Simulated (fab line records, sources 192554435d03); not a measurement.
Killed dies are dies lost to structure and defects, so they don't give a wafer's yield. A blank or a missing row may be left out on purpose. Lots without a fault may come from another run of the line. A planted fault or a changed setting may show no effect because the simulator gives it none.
Which tool did it? | flow n5_finfet | 8 lots, 24 wafers sampled, at 4 steps of a route of 1938

WHAT THE GAUGES READ, wafer by wafer
N5_BEOL_M4_RC_MEAS_101.
lot  | measured     | on        | REXT_N (ohm.um)
L494 | day 8 20:48  | prober-02 | 75.0 74.6 74.2
L497 | day 9 17:08  | prober-02 | 74.9 74.5 75.1
L498 | day 9 19:52  | prober-01 | 75.6 74.8 74.4
L508 | day 11 18:23 | prober-02 | 92.1 91.4 89.3
L509 | day 12 21:51 | prober-02 | 90.2 92.1 90.2
L514 | day 13 16:05 | prober-02 | 73.3 72.3 74.1
L515 | day 13 23:15 | prober-02 | 73.1 73.5 72.7
L516 | day 14 19:29 | prober-01 | 76.8 78.0 77.4

WHICH TOOL RAN EACH LOT (tool, then ch and the chambers of the sampled wafers, then the start)
lot  | N5_SD_EPI_P_ETCHBACK_46           | N5_SD_EPI_P_STRIP_40                | N5_SD_ACTIVATION_RTA_00
L494 | rie_diel-04 ch 0,2,3, day 3 10:57 | plasma_asher-01 ch 0,1, day 3 11:23 | rtp_anneal-01 ch 0, day 3 16:31
L497 | rie_diel-05 ch 1,2,3, day 3 22:59 | plasma_asher-02 ch 0,1, day 3 23:25 | rtp_anneal-02 ch 0, day 4 05:48
L498 | rie_diel-04 ch 2,3, day 4 07:58   | plasma_asher-02 ch 0,1, day 4 08:26 | rtp_anneal-02 ch 0, day 4 14:57
L508 | rie_diel-05 ch 2,3, day 6 21:23   | plasma_asher-01 ch 0,1, day 6 21:48 | rtp_anneal-02 ch 0, day 7 00:50
L509 | rie_diel-05 ch 0,1,3, day 7 00:06 | plasma_asher-01 ch 0,1, day 7 00:31 | rtp_anneal-02 ch 0, day 7 04:25
L514 | rie_diel-05 ch 0,3, day 8 08:13   | plasma_asher-01 ch 0,1, day 8 08:38 | rtp_anneal-01 ch 0, day 8 12:32
L515 | rie_diel-05 ch 0,2,3, day 8 11:53 | plasma_asher-02 ch 0,1, day 8 12:19 | rtp_anneal-01 ch 0, day 8 15:19
L516 | rie_diel-02 ch 0,1,3, day 8 18:14 | plasma_asher-02 ch 0,1, day 8 18:39 | rtp_anneal-01 ch 0, day 8 21:41
- N5_SD_EPI_P_ETCHBACK_46: etches SiNx in CH3F/O2, stops on SiO2, target depth 17.5 nm.
- N5_SD_EPI_P_STRIP_40: strips in N2/H2.
- N5_SD_ACTIVATION_RTA_00: time 0 s.

THE ANSWER, worked out from the rows above alone
Rule: what is usual is taken from the lots themselves. Put in order of their means at a reading, lots are off if they are a third of the lots or fewer, leave a main group of 4 or more, and stand apart from it by a gap of 3 or more times the standard deviation of the main group's means; of several such gaps the widest counts. A main group whose means are all the same, to the digits that the tables above print for the reading, isn't used. A lot without any number at a reading at which 4 lots or more have one is off too. The other lots that the step has rows for count as sound.
Off: L508, L509, at N5_BEOL_M4_RC_MEAS_101 (REXT_N). The main group: mean 74.7 ohm.um, standard deviation 1.4.
A tool fits if, at a process step before that reading, it ran every lot that is off, and no sound lot after the first of them. The gauges at N5_BEOL_M4_RC_MEAS_101 are tried like those tools. One fits: rtp_anneal-02 at N5_SD_ACTIVATION_RTA_00. Its last sound lot is L498 (day 4 14:57), its first lot that is off L508 (day 7 00:50): a fault that began between those two fits.

WHAT THE SIMULATOR HAD PUT IN
Process parameter drift: rtp_anneal-02, from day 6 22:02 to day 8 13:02, at N5_SD_ACTIVATION_RTA_00. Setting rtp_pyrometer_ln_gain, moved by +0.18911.
Lots struck among those shown: L508, L509. The rule above found the same.
